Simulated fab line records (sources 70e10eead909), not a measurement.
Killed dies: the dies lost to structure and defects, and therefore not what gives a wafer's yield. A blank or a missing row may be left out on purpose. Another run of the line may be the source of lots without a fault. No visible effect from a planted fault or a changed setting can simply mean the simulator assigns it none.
Chamber matching | flow nand_harc | rie_diel-12 running NHARC_A_CONTACT_DESCUM_47: 4 sister chambers
The step chemistry O2, time 3 s. 4 wafers are shown with their chamber, then 12 later ones without.

== EACH WAFER AND ITS CHAMBER ==
wafer  | chamber | drypump_motor_current_A (A)
L084.4 | 2       | 6.3
L085.4 | 3       | 5.7
L086.5 | 0       | 5.2
L086.6 | 1       | 5.8

== WAFERS MISSING THEIR CHAMBER ==
wafer  | drypump_motor_current_A (A)
L087.2 | 5.8
L087.3 | 6.4
L087.4 | 5.2
L090.2 | 5.7
L090.3 | 5.8
L090.4 | 6.4
L097.1 | 5.7
L097.2 | 6.4
L097.6 | 6.3
L097.3 | 5.2
L097.4 | 5.8
L097.5 | 5.7

== CHAMBER TAKEN BY EACH ==
wafer  | from the rows above     | in truth
L087.2 | can't be placed: 1 or 3 | 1
L087.3 | 2                       | 2
L087.4 | 0                       | 0
L090.2 | can't be placed: 3 or 1 | 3
L090.3 | can't be placed: 1 or 3 | 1
L090.4 | 2                       | 2
L097.1 | can't be placed: 3 or 1 | 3
L097.2 | 2                       | 2
L097.6 | 2                       | 2
L097.3 | 0                       | 0
L097.4 | can't be placed: 1 or 3 | 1
L097.5 | can't be placed: 3 or 1 | 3
Correctly placed: 6 of 12. Unplaceable from these rows: 6, with the true chamber sitting among the candidates in 6. Number placed wrongly: 0.
How it was worked out, from the rows above alone: a wafer's distance from a chamber is the root of the sum, over the readings, of the square of ((its reading less the chamber's mean) divided by the reading's scatter). If the next closest chamber is less than 2 further off than the closest, the wafer can't be placed; otherwise it belongs to the closest. Each chamber's mean is taken over the wafers shown for it. The scatter: with one shown wafer a chamber, the root of the mean of the squares of how far each hidden wafer lies from its nearest shown one.
